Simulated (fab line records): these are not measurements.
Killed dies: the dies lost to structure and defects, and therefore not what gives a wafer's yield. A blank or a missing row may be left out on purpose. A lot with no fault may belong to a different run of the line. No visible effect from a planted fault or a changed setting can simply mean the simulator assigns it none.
Matching of chambers :: flow n5_finfet :: rie_si-01 running N5_FIN_CUT_CUT_ETCH_28: 4 sister chambers
The step etches Si in HBr/Cl2/O2, target depth 6 nm, time 2.4 s. 4 wafers are shown with their chamber, then 12 later ones without.

EACH WAFER AND ITS CHAMBER
wafer: L089.4
chamber: 1
throttle_valve_pct (%): 37.18

wafer: L090.1
chamber: 0
throttle_valve_pct (%): 37.15

wafer: L090.2
chamber: 3
throttle_valve_pct (%): 37.02

wafer: L090.3
chamber: 2
throttle_valve_pct (%): 37.47

WAFERS WITHOUT THEIR CHAMBER
wafer: L093.1
throttle_valve_pct (%): 37.17

wafer: L093.2
throttle_valve_pct (%): 37.47

wafer: L093.5
throttle_valve_pct (%): 37.18

wafer: L094.2
throttle_valve_pct (%): 37.47

wafer: L094.3
throttle_valve_pct (%): 37.17

wafer: L094.5
throttle_valve_pct (%): 37.15

wafer: L095.2
throttle_valve_pct (%): 37.16

wafer: L095.4
throttle_valve_pct (%): 37.17

wafer: L095.6
throttle_valve_pct (%): 37.16

wafer: L097.1
throttle_valve_pct (%): 37.49

wafer: L097.2
throttle_valve_pct (%): 37.03

wafer: L097.4
throttle_valve_pct (%): 37.16

CHAMBER TAKEN BY EACH
wafer: L093.1
from the rows above: can't be placed: 1 or 0
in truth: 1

wafer: L093.2
from the rows above: 2
in truth: 2

wafer: L093.5
from the rows above: 1
in truth: 1

wafer: L094.2
from the rows above: 2
in truth: 2

wafer: L094.3
from the rows above: can't be placed: 1 or 0
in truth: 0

wafer: L094.5
from the rows above: 0
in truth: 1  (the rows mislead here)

wafer: L095.2
from the rows above: can't be placed: 0 or 1
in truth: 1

wafer: L095.4
from the rows above: can't be placed: 1 or 0
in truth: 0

wafer: L095.6
from the rows above: can't be placed: 0 or 1
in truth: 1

wafer: L097.1
from the rows above: 2
in truth: 2

wafer: L097.2
from the rows above: 3
in truth: 3

wafer: L097.4
from the rows above: can't be placed: 0 or 1
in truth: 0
5 of 12 placed correctly. These rows do not allow placing 6 (true chamber among the candidates in 6). 1 placed wrongly.
How it was worked out, from the rows above alone: a wafer's distance from a chamber is the root of the sum, over the readings, of the square of ((its reading less the chamber's mean) divided by the reading's scatter). If the next closest chamber is less than 2 further off than the closest, the wafer can't be placed; otherwise it belongs to the closest. A chamber's mean is the mean of its shown wafers. The scatter: root of mean squared gap, hidden wafer to nearest shown wafer, with one shown wafer a chamber.
